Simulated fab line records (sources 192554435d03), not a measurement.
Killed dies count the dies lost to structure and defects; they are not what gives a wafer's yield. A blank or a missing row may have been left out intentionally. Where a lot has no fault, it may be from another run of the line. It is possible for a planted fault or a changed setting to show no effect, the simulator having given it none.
What tool caused it? || flow n5-finfet || 15 lots with 41 wafers sampled at 2 steps, on a route of 1938 steps

## WHAT THE GAUGES SHOWED, per wafer
N5_STI_FIN_REVEAL_THK_MEAS_05. Usual: thk-nm reads 131.9 nm (standard deviation 1.4).
{"lot": "L492", "measured": "day 2 09:40", "on": "film-metro-01", "thk-nm (nm)": "132.4 132.8 131.1", "flag": ""}
{"lot": "L493", "measured": "day 2 15:25", "on": "film-metro-02", "thk-nm (nm)": "133.2 131.1", "flag": ""}
{"lot": "L494", "measured": "day 2 23:46", "on": "film-metro-02", "thk-nm (nm)": "132.9 130.7", "flag": ""}
{"lot": "L495", "measured": "day 3 06:40", "on": "film-metro-02", "thk-nm (nm)": "132.7 131.2", "flag": ""}
{"lot": "L496", "measured": "day 3 11:28", "on": "film-metro-01", "thk-nm (nm)": "131.8 132.9 133.9", "flag": ""}
{"lot": "L497", "measured": "day 3 15:37", "on": "film-metro-01", "thk-nm (nm)": "129.4 131.5 131.8", "flag": ""}
{"lot": "L498", "measured": "day 3 21:00", "on": "film-metro-01", "thk-nm (nm)": "133.7 133.3 133.4", "flag": ""}
{"lot": "L499", "measured": "day 4 04:26", "on": "film-metro-02", "thk-nm (nm)": "133.3 133.6", "flag": ""}
{"lot": "L503", "measured": "day 5 07:47", "on": "film-metro-01", "thk-nm (nm)": "132.0 129.8 130.2", "flag": ""}
{"lot": "L505", "measured": "day 5 17:50", "on": "film-metro-02", "thk-nm (nm)": "132.6 130.4 130.4", "flag": ""}
{"lot": "L509", "measured": "day 6 15:50", "on": "film-metro-02", "thk-nm (nm)": "131.1 130.7 131.7", "flag": ""}
{"lot": "L510", "measured": "day 6 21:41", "on": "film-metro-02", "thk-nm (nm)": "130.1 131.2 131.9", "flag": ""}
{"lot": "L511", "measured": "day 7 05:29", "on": "film-metro-02", "thk-nm (nm)": "134.3 133.8 131.3", "flag": ""}
{"lot": "L514", "measured": "day 7 23:07", "on": "film-metro-01", "thk-nm (nm)": "131.4 131.0 133.2", "flag": ""}
{"lot": "L515", "measured": "day 8 02:55", "on": "film-metro-02", "thk-nm (nm)": "134.0 129.2 133.0", "flag": ""}

N5_STI_FIN_REVEAL_CD_MEAS_22: target cd 6.238 nm, pitch 28 nm. Usual: cd-nm reads 6.30 nm (standard deviation 0.28).
{"lot": "L492", "measured": "day 2 12:53", "on": "cd-sem-02", "cd-nm (nm)": "6.45 5.90 6.01", "flag": ""}
{"lot": "L493", "measured": "day 2 18:39", "on": "cd-sem-02", "cd-nm (nm)": "6.06 6.11", "flag": ""}
{"lot": "L494", "measured": "day 3 03:07", "on": "cd-sem-02", "cd-nm (nm)": "6.42 6.30", "flag": ""}
{"lot": "L495", "measured": "day 3 09:53", "on": "cd-sem-01", "cd-nm (nm)": "6.30 6.66", "flag": ""}
{"lot": "L496", "measured": "day 3 14:47", "on": "cd-sem-03", "cd-nm (nm)": "5.96 6.24 6.09", "flag": ""}
{"lot": "L497", "measured": "day 3 18:53", "on": "cd-sem-03", "cd-nm (nm)": "5.94 6.57 6.22", "flag": ""}
{"lot": "L498", "measured": "day 4 00:19", "on": "cd-sem-03", "cd-nm (nm)": "6.24 5.97 6.10", "flag": ""}
{"lot": "L499", "measured": "day 4 07:45", "on": "cd-sem-03", "cd-nm (nm)": "6.14 6.66", "flag": ""}
{"lot": "L503", "measured": "day 5 10:58", "on": "cd-sem-01", "cd-nm (nm)": "6.26 6.45 6.05", "flag": ""}
{"lot": "L505", "measured": "day 5 21:05", "on": "cd-sem-03", "cd-nm (nm)": "6.39 6.79 6.67", "flag": ""}
{"lot": "L509", "measured": "day 6 19:13", "on": "cd-sem-02", "cd-nm (nm)": "6.26 5.94 6.01", "flag": ""}
{"lot": "L510", "measured": "day 7 00:53", "on": "cd-sem-03", "cd-nm (nm)": "6.80 5.88 6.30", "flag": ""}
{"lot": "L511", "measured": "day 7 08:45", "on": "cd-sem-01", "cd-nm (nm)": "6.12 6.26 6.23", "flag": ""}
{"lot": "L514", "measured": "day 8 02:17", "on": "cd-sem-01", "cd-nm (nm)": "6.39 5.85 6.70", "flag": ""}
{"lot": "L515", "measured": "day 8 06:13", "on": "cd-sem-02", "cd-nm (nm)": "6.46 6.16 6.52", "flag": ""}

## EACH LOT AND THE TOOL THAT RAN IT (in order: tool; ch and the chambers of the sampled wafers; start)
Before these readings, the record contains no process step.

## AS READ BY THE TOOLS THEMSELVES (means over the sampled wafers that have a number; for cases with no such wafer, the mark the record gives instead)
The record holds no such reading with a usual standard deviation.

## THE ANSWER, worked out from the rows above alone
Rule: a lot counts as off when the mean over its wafers that have a number is more than 3 standard deviations away from the usual mean. Also off: a lot with no number at a reading for which 4 or more lots have one. Where the step has rows for the other lots, those lots are counted as sound. First the gauges in route order, then the tools' own readings, where a lot's mean is used as printed above. At the first step where some lot is off, the reading lying furthest off is the one used; lots without a number count as furthest.
No lot is off on any of the readings shown, so nothing can be concluded from this.

## WHAT THE SIMULATOR PUT IN
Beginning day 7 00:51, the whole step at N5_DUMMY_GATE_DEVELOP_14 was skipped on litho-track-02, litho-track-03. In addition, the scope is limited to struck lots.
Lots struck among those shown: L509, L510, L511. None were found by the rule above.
